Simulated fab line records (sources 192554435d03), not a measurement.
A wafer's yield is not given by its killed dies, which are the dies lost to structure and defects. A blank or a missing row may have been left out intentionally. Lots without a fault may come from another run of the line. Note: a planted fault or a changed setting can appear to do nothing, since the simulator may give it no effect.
fab line records | flow n5-finfet
[record] lots = 7 | wafers = 19 | last-day = 17
route steps=1938 shown BEOL_M7@1290 PASSIVATION@1936
lots untouched by any fault: they come from a run of this same line in which no faults occurred
start-h: hours from the record's opening day to when the first of the lot's shown wafers began | wait-h: time in hours since the lot's previous step | " same as the row above | L1.1+2: one row covering several wafers at once | - no value, or no start given | * or withheld: withheld | < > ~ a bound
route shown NAME@n: a module of which the file shows steps, and the number in the route of the first | usual: the fault-free wafers' mean and standard deviation | same: alike in all rows | chamber/n: place in a boat | sites: per-site readings | _std_site: standard deviation across them | _edge_site: inner sites' mean taken away from outer sites' mean | radius-mm: how far each site lies from the wafer's centre | mask NAME#n: copy n | behind: the most recent tool/chamber to have shaped the wafer | hold: cause of the lot's hold/its duration in hours/its outcome | device: which transistor (n, p or np) failed to switch | end of line: tests of these same wafers at the route's end | where a step has no rows: the recipe by itself | killed: at the first sort, the dies lost to defects and structure; wafer yield is something else | map: a wafer's dies, marking killed ones x, the rest . and places with no die _
set.NAME: the run value of the setting; set.NAME@STEP: its run value at that earlier step | model.NAME: the simulator's own value behind a step, which no gauge read
lots at selected steps of the route; one table per step, one row per wafer
services: from which hour (start-h, from the record's first day; less than 0 if before it) a tool's chamber was out of use, for how many hours, and why
[[steps]]
[step N5_BEOL_M7_COAT_22]
[recipe] resist = CAR-EUV | spin-rpm = 1500 | resist-thk-nm = 30
[step N5_BEOL_M7_EBR_24]
[recipe] solvent = PGMEA | ebr-width-mm = 1.5
[step N5_BEOL_M7_SOFTBAKE_23]
[recipe] temp-c = 110 | time-s = 60 | resist = CAR-EUV
[step N5_BEOL_M7_EXPOSE_25]
[recipe] mask-id = V6 | na = 0.33 | source-shape = annular | sigma-inner = 0.4 | sigma-outer = 0.8 | polarization = unpolarized | target-cd-nm = 40 | dose-mj = 42.5
[step N5_BEOL_M7_PEB_26]
[recipe] peb-temp-c = 100 | peb-time-s = 60 | resist = CAR-EUV
[step N5_BEOL_M7_DEVELOP_27]
[recipe] develop-time-s = 30 | developer = TMAH | resist = CAR-EUV | rinse-liquid = surfactant-rinse | dry = air-spin | dev-temp-c = 23
[step N5_BEOL_M7_CD_MEAS_28]
[recipe] target-cd-nm = 40 | landing-energy-ev = 500 | detector = se-inlens
[usual] cd-nm = 39.99/0.24
lot.wafer | tool      | chamber | start-h | wait-h | cd-nm
L820.3    | cd-sem-03 | 0       | 187.74  | -      | 40.29
L820.4    | "         | 0       | "       | "      | 40.47
L820.6    | "         | 0       | "       | "      | 39.86
L821.1    | cd-sem-01 | 0       | 195.56  | -      | 39.77
L821.2    | "         | 0       | "       | "      | 40.08
L821.6    | "         | 0       | "       | "      | 40.32
L827.2    | cd-sem-01 | 0       | 240.42  | -      | 40.14
L827.3    | "         | 0       | "       | "      | 39.93
L827.4    | "         | 0       | "       | "      | 40.00
L834.3    | cd-sem-02 | 0       | 283.45  | -      | 39.92
L834.4    | "         | 0       | "       | "      | 39.81
L834.6    | "         | 0       | "       | "      | 39.45
L835.1    | cd-sem-03 | 0       | 302.21  | -      | 40.03
L835.3    | "         | 0       | "       | "      | 40.12
L835.4    | "         | 0       | "       | "      | 40.19
L838.3    | cd-sem-01 | 0       | 311.02  | -      | 40.00
L838.6    | "         | 0       | "       | "      | 39.89
L840.1    | cd-sem-03 | 0       | 313.69  | -      | 40.14
L840.6    | "         | 0       | "       | "      | 39.75
[step N5_BEOL_M7_OVL_MEAS_29]
[recipe] points-per-wafer = 522
[usual] V6_OVL = 0.1/0.69
lot.wafer | tool       | chamber | start-h | wait-h | V6_OVL[nm]
L820.3    | overlay-01 | 0       | 187.78  | 0.0    | 0.6
L820.4    | "          | 0       | "       | "      | 1.1
L820.6    | "          | 0       | "       | "      | 0.4
L821.1    | overlay-02 | 0       | 195.59  | 0.0    | 1.0
L821.2    | "          | 0       | "       | "      | 1.7
L821.6    | "          | 0       | "       | "      | 1.4
L827.2    | overlay-01 | 0       | 240.45  | 0.0    | 0.0
L827.3    | "          | 0       | "       | "      | -0.8
L827.4    | "          | 0       | "       | "      | -0.3
L834.3    | overlay-02 | 0       | 283.49  | 0.0    | -0.3
L834.4    | "          | 0       | "       | "      | 0.2
L834.6    | "          | 0       | "       | "      | 0.2
L835.1    | overlay-01 | 0       | 302.24  | 0.0    | 0.0
L835.3    | "          | 0       | "       | "      | 0.4
L835.4    | "          | 0       | "       | "      | 0.2
L838.3    | overlay-02 | 0       | 311.06  | 0.0    | 1.2
L838.6    | "          | 0       | "       | "      | 1.2
L840.1    | overlay-02 | 0       | 313.72  | 0.0    | 0.4
L840.6    | "          | 0       | "       | "      | 1.3
[step N5_BEOL_M7_INSPECT_30]
[recipe] mode = adi | inspect-instrument = brightfield
[usual] raw-defect-count = 399/91
lot.wafer | tool              | chamber | start-h | wait-h | raw-defect-count
L820.3    | defect-inspect-02 | -       | 187.83  | 0.0    | 258
L820.4    | "                 | -       | "       | "      | 259
L820.6    | "                 | -       | "       | "      | 298
L821.1    | defect-inspect-02 | -       | 195.65  | 0.1    | 375
L821.2    | "                 | -       | "       | "      | 554
L821.6    | "                 | -       | "       | "      | 340
L827.2    | defect-inspect-01 | -       | 240.50  | 0.0    | 341
L827.3    | "                 | -       | "       | "      | 341
L827.4    | "                 | -       | "       | "      | 328
L834.3    | defect-inspect-02 | -       | 283.54  | 0.0    | 312
L834.4    | "                 | -       | "       | "      | 333
L834.6    | "                 | -       | "       | "      | 394
L835.1    | defect-inspect-02 | -       | 302.30  | 0.1    | 538
L835.3    | "                 | -       | "       | "      | 400
L835.4    | "                 | -       | "       | "      | 587
L838.3    | defect-inspect-02 | -       | 311.20  | 0.1    | 406
L838.6    | "                 | -       | "       | "      | 384
L840.1    | defect-inspect-02 | -       | 313.78  | 0.1    | 431
L840.6    | "                 | -       | "       | "      | 440
[step N5_BEOL_M7_DESCUM_33]
[recipe] chemistry = O2 | time-s = 7 | source-power-w = 50 | bias-power-w = 20 | pressure-mtorr = 20 | rf-frequency-hz = 2.712e+07 | temp-c = 40 | resist = CAR-EUV | o2-flow-sccm = 225
[usual] drypump-motor-current-A = 5.7/0.46 | oes-product-au = 0.73/0.068 | rf-fwd-power-W = 49.3/0.3 | rf-vpp-V = 243.7/1.2 | showerhead-plenum-p-Torr = 2.13/0.048 | throttle-valve-pct = 20.48/0.2
lot.wafer | tool        | chamber | start-h | wait-h | drypump-motor-current-A | oes-product-au | rf-fwd-power-W | rf-hours-counter-h | rf-vpp-V | showerhead-plenum-p-Torr | throttle-valve-pct
L820.3    | rie-diel-05 | 3       | 188.56  | 0.7    | 6.1                     | 0.66           | 49.2           | 226                | 242.7    | 2.07                     | 20.58
L820.4    | "           | 1       | "       | "      | 5.1                     | 0.70           | 48.9           | 192                | 242.4    | 2.17                     | 20.58
L820.6    | "           | 1       | "       | "      | 5.1                     | 0.70           | 48.9           | -                  | 245.3    | 2.17                     | 20.60
L821.1    | rie-diel-05 | 3       | 195.69  | 0.0    | 6.0                     | 0.66           | 49.4           | 228                | 242.0    | 2.07                     | 20.58
L821.2    | "           | 2       | "       | "      | 6.3                     | 0.73           | 49.4           | 206                | 244.6    | 2.17                     | 20.37
L821.6    | "           | 2       | "       | "      | 6.3                     | 0.73           | 49.3           | -                  | 244.7    | 2.17                     | 20.38
L827.2    | rie-diel-06 | 3       | 240.89  | 0.4    | 5.2                     | 0.71           | 49.4           | 222                | 241.4    | 1.99                     | 20.66
L827.3    | "           | 2       | "       | "      | 6.7                     | 0.76           | 49.3           | 151                | 242.1    | 2.02                     | 20.50
L827.4    | "           | 1       | "       | "      | 5.7                     | 0.68           | 48.9           | 221                | 245.7    | 2.17                     | 20.38
L834.3    | rie-diel-05 | 0       | 283.68  | 0.1    | 5.3                     | 0.74           | 49.8           | -                  | 245.0    | 2.16                     | 20.23
L834.4    | "           | 2       | "       | "      | 6.3                     | 0.70           | 49.6           | -                  | 245.4    | 2.16                     | 20.42
L834.6    | "           | 0       | "       | "      | 5.3                     | 0.74           | 49.6           | -                  | 243.9    | 2.16                     | 20.22
L835.1    | rie-diel-05 | 3       | 302.33  | 0.0    | 6.0                     | 0.92           | 49.6           | 5                  | 241.7    | 2.06                     | 20.21
L835.3    | "           | 0       | "       | "      | 5.3                     | 0.74           | 49.6           | 191                | 245.2    | 2.16                     | 20.25
L835.4    | "           | 1       | "       | "      | 5.1                     | 0.70           | 49.0           | -                  | 244.3    | 2.16                     | 20.62
L838.3    | rie-diel-05 | 1       | 311.23  | 0.0    | 5.1                     | 0.69           | 49.0           | 222                | 244.2    | 2.16                     | 20.64
L838.6    | "           | 1       | "       | "      | 5.1                     | 0.68           | 48.8           | -                  | 244.4    | 2.16                     | 20.63
L840.1    | rie-diel-05 | 2       | 313.82  | 0.0    | 6.3                     | 0.70           | 49.7           | 242                | 242.9    | 2.16                     | 20.42
L840.6    | "           | 0       | "       | "      | 5.3                     | 0.74           | 49.7           | -                  | 243.4    | 2.16                     | 20.23
[step N5_BEOL_M7_ETCH_72]
[recipe] chemistry = N2/H2 | target = underlayer | target-depth-a = 65 | mask-material = CAR-EUV | time-s = 5.2 | ion-energy-ev = 200 | pressure-mtorr = 30 | source-w = 840 | bias-w = 150 | n2-flow-sccm = 200 | h2-flow-sccm = 200 | ends = cleared
[usual] drypump-motor-current-A = 5.7/0.46 | etch-rf-on-time-s = 5.15/0.2 | oes-product-au = 0.62/0.067 | rf-fwd-power-W = 819.5/2.5 | rf-vpp-V = 525.1/2.1 | showerhead-plenum-p-Torr = 2.60/0.064 | throttle-valve-pct = 17.99/0.27
lot.wafer | tool        | chamber | start-h | wait-h | drypump-motor-current-A | etch-rf-on-time-s | oes-product-au | rf-fwd-power-W | rf-hours-counter-h | rf-vpp-V | showerhead-plenum-p-Torr | throttle-valve-pct
L820.3    | rie-diel-05 | 3       | 188.59  | 0.0    | 6.1                     | 5.08              | 0.58           | 818.4          | 226                | 524.7    | 2.52                     | 18.09
L820.4    | "           | 1       | "       | "      | 5.1                     | 5.39              | 0.59           | 820.6          | 192                | 527.8    | 2.66                     | 18.19
L820.6    | "           | 1       | "       | "      | 5.1                     | 5.39              | 0.59           | 816.3          | -                  | 527.4    | 2.66                     | 18.22
L821.1    | rie-diel-05 | 3       | 195.72  | 0.0    | 6.0                     | 4.95              | 0.59           | 820.3          | 228                | 523.5    | 2.52                     | 18.08
L821.2    | "           | 2       | "       | "      | 6.4                     | 5.21              | 0.63           | 818.9          | 206                | 528.8    | 2.64                     | 17.93
L821.6    | "           | 2       | "       | "      | 6.4                     | 5.20              | 0.63           | 817.8          | -                  | 528.5    | 2.64                     | 17.96
L827.2    | rie-diel-06 | 3       | 240.92  | 0.0    | 5.2                     | 5.20              | 0.62           | 821.7          | 222                | 516.7    | 2.40                     | 17.81
L827.3    | "           | 2       | "       | "      | 6.7                     | 5.23              | 0.65           | 820.0          | 151                | 521.2    | 2.44                     | 17.98
L827.4    | "           | 1       | "       | "      | 5.7                     | 5.21              | 0.57           | 819.0          | 221                | 526.4    | 2.61                     | 17.66
L834.3    | rie-diel-05 | 0       | 283.72  | 0.0    | 5.3                     | 4.84              | 0.64           | 823.8          | -                  | 526.0    | 2.62                     | 17.62
L834.4    | "           | 2       | "       | "      | 6.4                     | 5.27              | 0.60           | 820.3          | -                  | 524.0    | 2.63                     | 17.99
L834.6    | "           | 0       | "       | "      | 5.3                     | 4.83              | 0.64           | 818.2          | -                  | 527.0    | 2.62                     | 17.63
L835.1    | rie-diel-05 | 3       | 302.37  | 0.0    | 6.1                     | 4.90              | 0.83           | 820.3          | 5                  | 526.2    | 2.50                     | 17.70
L835.3    | "           | 0       | "       | "      | 5.3                     | 4.86              | 0.64           | 820.6          | 191                | 527.3    | 2.62                     | 17.64
L835.4    | "           | 1       | "       | "      | 5.1                     | 5.25              | 0.57           | 822.0          | -                  | 524.6    | 2.64                     | 18.26
L838.3    | rie-diel-05 | 1       | 311.27  | 0.0    | 5.1                     | 5.29              | 0.58           | 825.3          | 222                | 526.9    | 2.64                     | 18.24
L838.6    | "           | 1       | "       | "      | 5.1                     | 5.27              | 0.58           | 819.9          | -                  | 528.9    | 2.64                     | 18.29
L840.1    | rie-diel-05 | 2       | 313.85  | 0.0    | 6.4                     | 5.17              | 0.61           | 815.3          | 242                | 525.6    | 2.63                     | 18.01
L840.6    | "           | 0       | "       | "      | 5.3                     | 4.84              | 0.64           | 820.1          | -                  | 524.4    | 2.62                     | 17.63
[step N5_BEOL_M7_ETCH_65]
[recipe] chemistry = CF4 | target = SiARC | target-depth-a = 156 | mask-material = CAR-EUV | time-s = 26 | ion-energy-ev = 80 | pressure-mtorr = 40 | source-w = 545 | bias-w = 36 | Ar_flow_sccm = 100 | cf4-flow-sccm = 100 | ends = cleared
[usual] drypump-motor-current-A = 5.7/0.46 | etch-rf-on-time-s = 25.9/0.9 | oes-product-au = 0.62/0.065 | rf-fwd-power-W = 532.2/2.1 | rf-vpp-V = 184.6/1.1 | showerhead-plenum-p-Torr = 2.19/0.048 | throttle-valve-pct = 15.69/0.2
lot.wafer | tool        | chamber | start-h | wait-h | drypump-motor-current-A | etch-rf-on-time-s | oes-product-au | rf-fwd-power-W | rf-hours-counter-h | rf-vpp-V | showerhead-plenum-p-Torr | throttle-valve-pct
L820.3    | rie-diel-05 | 3       | 188.61  | 0.0    | 6.0                     | 25.3              | 0.58           | 530.3          | 226                | 184.3    | 2.13                     | 15.81
L820.4    | "           | 1       | "       | "      | 5.1                     | 26.4              | 0.59           | 530.6          | 192                | 186.0    | 2.22                     | 15.86
L820.6    | "           | 1       | "       | "      | 5.1                     | 26.4              | 0.59           | 530.6          | -                  | 183.9    | 2.22                     | 15.84
L821.1    | rie-diel-05 | 3       | 195.74  | 0.0    | 6.0                     | 25.4              | 0.59           | 533.1          | 228                | 184.1    | 2.13                     | 15.81
L821.2    | "           | 2       | "       | "      | 6.3                     | 26.4              | 0.61           | 528.9          | 206                | 185.7    | 2.20                     | 15.47
L821.6    | "           | 2       | "       | "      | 6.3                     | 26.2              | 0.63           | 530.5          | -                  | 185.3    | 2.20                     | 15.47
L827.2    | rie-diel-06 | 3       | 240.94  | 0.0    | 5.1                     | 25.8              | 0.62           | 528.5          | 222                | 183.2    | 2.05                     | 15.83
L827.3    | "           | 2       | "       | "      | 6.7                     | 26.4              | 0.65           | 528.6          | 151                | 183.1    | 2.07                     | 15.70
L827.4    | "           | 1       | "       | "      | 5.7                     | 25.9              | 0.59           | 529.9          | 221                | 183.6    | 2.21                     | 15.58
L834.3    | rie-diel-05 | 0       | 283.76  | 0.0    | 5.3                     | 24.3              | 0.64           | 537.5          | -                  | 184.0    | 2.23                     | 15.52
L834.4    | "           | 2       | "       | "      | 6.3                     | 26.6              | 0.60           | 530.8          | -                  | 186.0    | 2.19                     | 15.51
L834.6    | "           | 0       | "       | "      | 5.3                     | 24.4              | 0.65           | 537.1          | -                  | 186.4    | 2.23                     | 15.51
L835.1    | rie-diel-05 | 3       | 302.39  | 0.0    | 6.0                     | 25.2              | 0.82           | 529.7          | 5                  | 184.3    | 2.12                     | 15.38
L835.3    | "           | 0       | "       | "      | 5.3                     | 24.6              | 0.63           | 533.5          | 191                | 185.4    | 2.22                     | 15.54
L835.4    | "           | 1       | "       | "      | 5.1                     | 26.3              | 0.58           | 529.3          | -                  | 185.7    | 2.22                     | 15.91
L838.3    | rie-diel-05 | 1       | 311.28  | 0.0    | 5.1                     | 26.4              | 0.58           | 530.8          | 222                | 184.6    | 2.22                     | 15.90
L838.6    | "           | 1       | "       | "      | 5.1                     | 26.0              | 0.58           | 532.7          | -                  | 184.4    | 2.21                     | 15.91
L840.1    | rie-diel-05 | 2       | 313.87  | 0.0    | 6.3                     | 26.5              | 0.60           | 531.7          | 242                | 185.6    | 2.19                     | 15.53
L840.6    | "           | 0       | "       | "      | 5.3                     | 24.7              | 0.63           | 535.2          | -                  | 184.5    | 2.22                     | 15.55
[step N5_BEOL_M7_ETCH_66]
[recipe] chemistry = N2/H2 | target = SOC | target-depth-a = 800 | overetch-a = 160 | mask-material = SiARC | temp-c = 40 | time-s = 120 | ion-energy-ev = 200 | pressure-mtorr = 30 | source-w = 840 | bias-w = 150 | n2-flow-sccm = 200 | h2-flow-sccm = 200
[usual] drypump-motor-current-A = 5.7/0.47 | oes-product-au = 0.56/0.054 | rf-fwd-power-W = 835.2/3 | rf-vpp-V = 525.3/1.9 | run-length-s = 143.3/0.35 | showerhead-plenum-p-Torr = 2.60/0.064 | throttle-valve-pct = 17.94/0.27
lot.wafer | tool        | chamber | start-h | wait-h | drypump-motor-current-A | oes-product-au | rf-fwd-power-W | rf-hours-counter-h | rf-vpp-V | run-length-s | showerhead-plenum-p-Torr | throttle-valve-pct | model.SiARC_of_BEOL_M7_COAT_64.thk-nm
L820.3    | rie-diel-05 | 3       | 188.63  | 0.0    | 6.1                     | 0.52           | 834.5          | 226                | 522.8    | 143.7        | 2.52                     | 18.05              | 6
L820.4    | "           | 1       | "       | "      | 5.1                     | 0.54           | 831.6          | 192                | 527.3    | 143.4        | 2.66                     | 18.18              | 6.4
L820.6    | "           | 1       | "       | "      | 5.1                     | 0.54           | 833.9          | -                  | 527.3    | 143.1        | 2.66                     | 18.18              | 6.4
L821.1    | rie-diel-05 | 3       | 195.77  | 0.0    | 6.0                     | 0.52           | 838.2          | 228                | 523.5    | 143.4        | 2.52                     | 18.04              | 6
L821.2    | "           | 2       | "       | "      | 6.4                     | 0.56           | 835.2          | 206                | 525.2    | 143.5        | 2.64                     | 17.89              | 6.4
L821.6    | "           | 2       | "       | "      | 6.4                     | 0.56           | 837.8          | -                  | 526.8    | 143.8        | 2.64                     | 17.91              | 6.4
L827.2    | rie-diel-06 | 3       | 240.97  | 0.0    | 5.2                     | 0.55           | 831.2          | 222                | 520.6    | 142.6        | 2.40                     | 17.77              | 6.4
L827.3    | "           | 2       | "       | "      | 6.8                     | 0.58           | 834.2          | 151                | 521.6    | 143.4        | 2.44                     | 17.91              | 6.2
L827.4    | "           | 1       | "       | "      | 5.7                     | 0.52           | 831.1          | 221                | 526.4    | 142.7        | 2.61                     | 17.64              | 6.6
L834.3    | rie-diel-05 | 0       | 283.82  | 0.1    | 5.3                     | 0.56           | 836.2          | -                  | 526.6    | 143.0        | 2.62                     | 17.56              | 6
L834.4    | "           | 2       | "       | "      | 6.3                     | 0.55           | 837.3          | -                  | 526.4    | 144.0        | 2.63                     | 17.96              | 6.6
L834.6    | "           | 0       | "       | "      | 5.3                     | 0.56           | 836.8          | -                  | 527.2    | 143.0        | 2.62                     | 17.57              | 6
L835.1    | rie-diel-05 | 3       | 302.41  | 0.0    | 6.1                     | 0.73           | 836.9          | 5                  | 523.0    | 143.6        | 2.50                     | 17.66              | 5.8
L835.3    | "           | 0       | "       | "      | 5.3                     | 0.52           | 840.0          | 191                | 527.0    | 163.8        | 2.62                     | 17.58              | 5
L835.4    | "           | 1       | "       | "      | 5.1                     | 0.53           | 832.4          | -                  | 525.6    | 143.1        | 2.64                     | 18.22              | 6.4
L838.3    | rie-diel-05 | 1       | 311.31  | 0.0    | 5.1                     | 0.49           | 830.6          | 222                | 525.9    | 163.5        | 2.64                     | 18.21              | 5.4
L838.6    | "           | 1       | "       | "      | 5.1                     | 0.49           | 833.6          | -                  | 525.9    | 164.1        | 2.64                     | 18.21              | 5.4
L840.1    | rie-diel-05 | 2       | 313.90  | 0.0    | 6.3                     | 0.54           | 836.5          | 242                | 525.7    | 143.5        | 2.62                     | 17.98              | 6.6
L840.6    | "           | 0       | "       | "      | 5.4                     | 0.51           | 837.3          | -                  | 526.2    | 163.8        | 2.62                     | 17.60              | 5.2
[step N5_BEOL_M7_STRIP_69]
[recipe] chemistry = N2/H2 | temp-c = 40 | n2-flow-sccm = 200 | h2-flow-sccm = 200 | rf-frequency-hz = 6e+07
[step N5_PASSIVATION_PROBE_49]
[usual] defect-limited-yield = 91.5/1.5 | killed_at_M0_to_M3 = 32/10 | killed_at_M4_up = 13/4.9 | killed-at-contacts = 13/6.1 | killed-at-front-end = 38/11 | killed-at-other = 3/3.2 | killed-dies = 101/18 | killed-open = 66/13 | killed-short = 32/8.3 | sort_bin_5_function = 5.0/1 | sort_bin_6_memory = 3.2/0.74 | sort-n-pass = 1078/22 | sort-yield-pct = 91.3/1.9
[same] gross-dies = 1180 | killed-at-back-side = 0 | sort_bin_4_leakage[%] = 0 | sort_bin_8_speed[%] = 0
lot.wafer | tool      | chamber | start-h | wait-h | defect-limited-yield[%] | killed_at_M0_to_M3 | killed_at_M4_up | killed-at-contacts | killed-at-front-end | killed-at-other | killed-dies | killed-open | killed-short | sort_bin_5_function[%] | sort_bin_6_memory[%] | sort-n-pass | sort-yield-pct[%]
L821.1    | prober-01 | -       | 268.79  | 0.0    | 92.6                    | 18                 | 16              | 3                  | 47                  | 3               | 87          | 46          | 27           | 4.4                    | 2.1                  | 1093        | 92.6
L821.2    | prober-01 | -       | 268.84  | 0.1    | 92.3                    | 31                 | 7               | 17                 | 36                  | 0               | 91          | 61          | 29           | 4.6                    | 3.0                  | 1089        | 92.3
L821.6    | prober-01 | -       | 269.04  | 0.3    | 93.1                    | 17                 | 14              | 15                 | 33                  | 3               | 82          | 58          | 22           | 3.6                    | 3.2                  | 1098        | 93.1
L834.3    | prober-01 | -       | 356.75  | 0.1    | 93.3                    | 25                 | 7               | 13                 | 34                  | 0               | 79          | 55          | 20           | 3.7                    | 2.7                  | 1101        | 93.3
L834.4    | prober-01 | -       | 356.80  | 0.2    | 92.2                    | 24                 | 7               | 16                 | 42                  | 3               | 92          | 57          | 31           | 3.8                    | 3.6                  | 1088        | 92.2
L834.6    | prober-01 | -       | 356.90  | 0.3    | 92.4                    | 23                 | 12              | 14                 | 40                  | 1               | 90          | 52          | 30           | 5.1                    | 2.0                  | 1090        | 92.4
L835.1    | prober-01 | -       | 386.40  | 0.0    | 92.7                    | 30                 | 18              | 8                  | 28                  | 2               | 86          | 59          | 24           | 4.8                    | 2.2                  | 1094        | 92.7
L835.3    | prober-01 | -       | 386.50  | 0.1    | 92.0                    | 28                 | 20              | 13                 | 33                  | 0               | 94          | 62          | 31           | 4.8                    | 2.8                  | 1086        | 92.0
L835.4    | prober-01 | -       | 386.55  | 0.2    | 90.8                    | 27                 | 20              | 15                 | 44                  | 2               | 108         | 67          | 41           | 4.7                    | 4.2                  | 1072        | 90.8
L838.3    | prober-02 | -       | 392.86  | 0.6    | 88.6                    | 39                 | 16              | 26                 | 45                  | 9               | 135         | 88          | 37           | 6.1                    | 4.2                  | 1045        | 88.6
L838.6    | prober-02 | -       | 393.01  | 0.7    | 92.2                    | 37                 | 9               | 5                  | 37                  | 4               | 92          | 58          | 34           | 4.7                    | 2.7                  | 1088        | 92.2
L840.6    | prober-01 | -       | 402.50  | 0.3    | 90.3                    | 34                 | 23              | 9                  | 38                  | 10              | 114         | 79          | 31           | 5.2                    | 3.7                  | 1066        | 90.3
// killed by level:class
L821.1 FIN_SAQP:geometric-particle:short=11 STI_FIN_REVEAL:geometric-particle:open=10 BEOL_M0_SAQP:geometric-particle:open=9 HKMG_FIN:area-etch=9 BEOL_M4:geometric-particle:open=8 BEOL_M0_SAQP:geometric-particle:short=6 BEOL_M7:geometric-particle:open=3 STARTING-WAFER:geometric-particle:open=3
L821.2 MOL_CONTACT_COAG:geometric-particle:open=11 FIN_SAQP:geometric-particle:open=10 BEOL_M0_SAQP:geometric-particle:short=9 FIN_SAQP:geometric-particle:short=8 BEOL_M0_SAQP:geometric-particle:open=8 BEOL_M3:geometric-particle:open=5 MOL_CONTACT_COAG:geometric-particle:short=5 STI_FIN_REVEAL:geometric-particle:open=4
L821.6 FIN_SAQP:geometric-particle:open=12 BEOL_M4:geometric-particle:open=10 MOL_CONTACT_COAG:geometric-particle:open=10 BEOL_M0_SAQP:geometric-particle:short=5 BEOL_M0_SAQP:geometric-particle:open=5 STI_FIN_REVEAL:geometric-particle:open=4 MOL_CONTACT_COAG:geometric-particle:short=4 STARTING-WAFER:geometric-particle:open=4
L834.3 STI_FIN_REVEAL:geometric-particle:open=10 MOL_CONTACT_COAG:geometric-particle:open=9 BEOL_M0_SAQP:geometric-particle:short=8 BEOL_M0_SAQP:geometric-particle:open=5 FIN_SAQP:geometric-particle:open=4 SPACER0:geometric-particle:open=4 BEOL_M0:geometric-particle:open=4 STARTING-WAFER:geometric-particle:open=4
L834.4 MOL_CONTACT_COAG:geometric-particle:open=10 FIN_SAQP:geometric-particle:open=9 BEOL_M0_SAQP:geometric-particle:short=8 STI_FIN_REVEAL:geometric-particle:open=7 STI_FIN_REVEAL:geometric-particle:short=6 MOL_CONTACT_COAG:geometric-particle:short=5 BEOL_M3:geometric-particle:open=5 FIN_SAQP:geometric-particle:short=4
L834.6 FIN_SAQP:geometric-particle:short=7 FIN_SAQP:geometric-particle:open=7 MOL_CONTACT_COAG:geometric-particle:open=7 MOL_CONTACT_COAG:geometric-particle:short=7 BEOL_M3:geometric-particle:open=7 STI_FIN_REVEAL:geometric-particle:open=6 BEOL_M0_SAQP:geometric-particle:short=5 DUMMY_GATE:geometric-particle:open=4
L835.1 FIN_SAQP:geometric-particle:open=8 BEOL_M0_SAQP:geometric-particle:short=7 STI_FIN_REVEAL:geometric-particle:open=7 MOL_CONTACT_COAG:geometric-particle:open=7 BEOL_M1:geometric-particle:open=7 BEOL_M5:geometric-particle:open=6 BEOL_M0_SAQP:geometric-particle:open=5 BEOL_M3:geometric-particle:open=4
L835.3 BEOL_M4:geometric-particle:open=13 MOL_CONTACT_COAG:geometric-particle:open=7 MOL_CONTACT_COAG:geometric-particle:short=6 STARTING-WAFER:geometric-particle:open=6 STI_FIN_REVEAL:geometric-particle:open=5 BEOL_M0:geometric-particle:open=5 BEOL_M2:geometric-particle:open=5 BEOL_M3:geometric-particle:open=5
L835.4 FIN_SAQP:geometric-particle:short=11 FIN_SAQP:geometric-particle:open=11 MOL_CONTACT_COAG:geometric-particle:open=11 DUMMY_GATE:geometric-particle:open=7 BEOL_M0_SAQP:geometric-particle:short=5 BEOL_M3:geometric-particle:open=5 MOL_CONTACT_COAG:geometric-particle:short=4 BEOL_M0:geometric-particle:short=4
L838.3 MOL_CONTACT_COAG:geometric-particle:open=20 BEOL_M2:geometric-particle:open=16 HKMG_FIN:area-etch=10 BEOL_M4:geometric-particle:open=7 MOL_CONTACT_COAG:geometric-particle:short=6 STI_FIN_REVEAL:geometric-particle:open=5 ILD0:geometric-particle:open=5 MIM_TOP_ETCH:geometric-particle:open=5
L838.6 BEOL_M2:geometric-particle:open=13 BEOL_M1:geometric-particle:short=7 GATE_CUT:geometric-particle:short=6 STI_FIN_REVEAL:geometric-particle:open=5 DUMMY_GATE:geometric-particle:open=5 GATE_CUT:geometric-particle:open=4 STARTING-WAFER:geometric-particle:short=4 BEOL_M0:geometric-particle:open=4
L840.6 BEOL_M0_SAQP:geometric-particle:open=10 BEOL_M4:geometric-particle:open=10 FIN_SAQP:geometric-particle:short=8 MOL_CONTACT_COAG:geometric-particle:open=8 STARTING-WAFER:geometric-particle:open=6 BEOL_M1:geometric-particle:open=6 BEOL_M2:geometric-particle:open=6 MIM_TOP_ETCH:geometric-particle:open=6
[[services]]
tool        | chamber | start-h | hours | kind
rie-diel-06 | -       | 182.23  | 2.8   | pm
rie-diel-05 | 3       | 272.30  | -     | clean
rie-diel-05 | 3       | 272.30  | -     | consumable-replace:focus-ring
rie-diel-05 | 3       | 272.30  | 16.6  | scheduled-down
rie-diel-05 | 3       | 272.30  | 16.6  | vent-cycle
rie-diel-05 | 1       | 282.09  | 17.6  | repair
rie-diel-05 | 2       | 299.70  | 4.2   | repair
rie-diel-05 | -       | 302.74  | 1.0   | repair
[[key]]
[first-sign] step = N5_BEOL_M7_ETCH_66 | reading = run-length-s | direction = up | sigmas = 59 | usual = * | struck = *
effect none on later readings
[model-effect] step = N5_BEOL_M7_ETCH_66 | value = SiARC_of_BEOL_M7_COAT_64.thk-nm | without = 6.25 | struck = 5.25
met-at N5_BEOL_M7_ETCH_66
struck-wafers L835.3,L838.3,L838.6,L840.6
[baseline-loss] step = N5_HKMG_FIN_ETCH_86 | wafers = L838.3
onset-between 283.82 302.41
[fault] kind = process-parameter-drift | tool = rie-diel-05 | chamber = - | onset-h = 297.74 | steps = N5_BEOL_M7_ETCH_66 | channel = time-s | offset = * | shape = step | end-h = 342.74 | scope = struck-wafers-only | acts-in = * | stated = *
// baseline-loss: these wafers lose ten dies or more at that step, a loss of the line's own and not of a fault; the sort's usual values leave them out
